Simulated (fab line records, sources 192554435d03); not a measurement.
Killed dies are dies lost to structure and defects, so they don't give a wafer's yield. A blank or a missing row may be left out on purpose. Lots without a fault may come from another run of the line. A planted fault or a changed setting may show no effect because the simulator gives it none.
Chamber matching | flow n5_finfet | N5_BEOL_M10_CURE_72 on uv_cure-03: 3 sister chambers
The step cures SiCOH lowk, time 120 s. 20 wafers are shown with their chamber, then 10 later ones without.

WAFERS WITH THEIR CHAMBER
wafer  | chamber | wafer_temp_C_max | lamp_power_pct (%)
L074.1 | 1       | 371.5            | 52.36
L074.5 | 1       | 372.0            | 52.28
L074.6 | 1       | 372.1            | 52.30
L076.4 | 2       | 372.4            | 52.27
L076.5 | 2       | 372.2            | 52.30
L076.6 | 2       | 372.9            | 52.30
L075.2 | 1       | 373.6            | 52.24
L075.5 | 1       | 372.0            | 52.23
L075.6 | 1       | 371.8            | 52.27
L082.2 | 2       | 371.9            | 52.34
L082.3 | 2       | 372.6            | 52.23
L082.6 | 2       | 372.1            | 52.33
L084.1 | 1       | 372.1            | 52.28
L084.4 | 1       | 372.1            | 52.30
L084.6 | 1       | 372.4            | 52.29
L086.1 | 1       | 371.6            | 52.33
L086.2 | 1       | 371.3            | 52.41
L086.3 | 1       | 371.5            | 52.23
L088.1 | 0       | 371.1            | 52.28
L088.3 | 0       | 371.5            | 52.23

SIGNATURES (means of the wafers above)
reading          | chamber 0 | chamber 1 | chamber 2 | scatter within a chamber
wafer_temp_C_max | 371.300   | 372.000   | 372.350   | 0.524
lamp_power_pct   | 52.2550   | 52.2933   | 52.2950   | 0.0489
Rule: a wafer's distance from a chamber is the root of the sum, over the readings, of the square of ((its reading less the chamber's mean) divided by the reading's scatter). The wafer belongs to the nearest chamber; if the next one is less than 2 further off, it can't be placed. The scatter: the root of (the sum of the squares of (reading less its chamber's mean) over the shown wafers, divided by (wafers less chambers)).

WAFERS WITHOUT THEIR CHAMBER
wafer  | wafer_temp_C_max | lamp_power_pct (%)
L088.5 | 371.2            | 52.28
L091.2 | 372.3            | 52.32
L091.3 | 371.7            | 52.35
L091.4 | 372.2            | 52.35
L089.2 | 370.9            | 52.34
L089.3 | 371.1            | 52.31
L089.6 | 370.8            | 52.29
L092.2 | 371.7            | 52.30
L092.4 | 373.0            | 52.38
L092.6 | 372.0            | 52.31

WHICH CHAMBER EACH WENT THROUGH
wafer  | from the rows above          | in truth
L088.5 | can't be placed: 0 or 1 or 2 | 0
L091.2 | can't be placed: 2 or 1 or 0 | 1
L091.3 | can't be placed: 1 or 2 or 0 | 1
L091.4 | can't be placed: 2 or 1 or 0 | 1
L089.2 | can't be placed: 0 or 1 or 2 | 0
L089.3 | can't be placed: 0 or 1 or 2 | 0
L089.6 | can't be placed: 0 or 1 or 2 | 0
L092.2 | can't be placed: 1 or 0 or 2 | 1
L092.4 | can't be placed: 2 or 1 or 0 | 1
L092.6 | can't be placed: 1 or 2 or 0 | 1
Placed correctly: 0 of 10. Can't be placed from these rows: 10 (the true chamber is among the candidates in 10). Placed wrongly: 0.
